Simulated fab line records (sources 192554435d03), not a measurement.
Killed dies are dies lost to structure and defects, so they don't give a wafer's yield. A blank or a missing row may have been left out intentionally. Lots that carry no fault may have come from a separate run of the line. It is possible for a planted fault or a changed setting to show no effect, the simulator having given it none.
Chamber matching | flow n5 finfet | 4 sister chambers for N5_BEOL_M0_SAQP_MANDREL_ETCH_20 on rie si-06
The step etches a-Si in HBr/Cl2, stops on SiNx, target depth 60 nm, bt time 10 s, time 30 s. 14 wafers are shown with their chamber, then 7 later ones without.

== WAFERS PAIRED WITH THEIR CHAMBERS ==
wafer  | chamber | throttle valve pct (%) | rf fwd power W (W) | oes product au (a.u.)
L074.4 | 2       | 35.28                  | 795                | 0.785
L074.5 | 1       | 35.53                  | 796                | 0.781
L074.6 | 0       | 36.07                  | 792                | 0.785
L077.2 | 0       | 36.08                  | 796                | 0.775
L077.3 | 1       | 35.57                  | 795                | 0.770
L077.6 | 1       | 35.53                  | 793                | 0.792
L087.2 | 0       | 36.09                  | 800                | 0.768
L087.5 | 1       | 35.54                  | 800                | 0.783
L087.6 | 2       | 35.31                  | 796                | 0.774
L088.3 | 0       | 36.08                  | 796                | 0.774
L088.4 | 1       | 35.52                  | 802                | 0.799
L088.6 | 3       | 35.06                  | 791                | 0.778
L095.1 | 3       | 35.10                  | 791                | 0.754
L095.3 | 2       | 35.32                  | 795                | 0.772

SIGNATURES (means of the wafers above)
reading            | chamber 0 | chamber 1 | chamber 2 | chamber 3 | scatter within a chamber
throttle valve pct | 36.0800   | 35.5380   | 35.3033   | 35.0800   | 0.0183
rf fwd power W     | 796.00    | 797.20    | 795.33    | 791.00    | 2.96
oes product au     | 0.77550   | 0.78500   | 0.77700   | 0.76600   | 0.0101
Rule: distance of a wafer from a chamber = root of the sum over the readings of ((wafer's reading minus chamber's mean) / reading's scatter) squared. The wafer belongs to the nearest chamber; if the next one is less than 2 further off, it can't be placed. The scatter: the root of (the sum of the squares of (reading less its chamber's mean) over the shown wafers, divided by (wafers less chambers)).

== WAFERS WITH NO CHAMBER GIVEN ==
wafer  | throttle valve pct (%) | rf fwd power W (W) | oes product au (a.u.)
L095.5 | 35.30                  | 794                | 0.776
L096.1 | 35.11                  | 794                | 0.752
L096.2 | 35.58                  | 791                | 0.768
L096.3 | 35.33                  | 794                | 0.752
L097.2 | 36.10                  | 794                | 0.772
L097.4 | 35.10                  | 797                | 0.764
L097.6 | 35.09                  | 795                | 0.763

== WHICH CHAMBER EACH WENT THROUGH ==
wafer  | from the rows above | in truth
L095.5 | 2                   | 2
L096.1 | 3                   | 3
L096.2 | 1                   | 1
L096.3 | 2                   | 2
L097.2 | 0                   | 0
L097.4 | 3                   | 3
L097.6 | 3                   | 3
Placed correctly: 7 of 7. Not placeable from these rows: 0. Placed wrongly: 0.
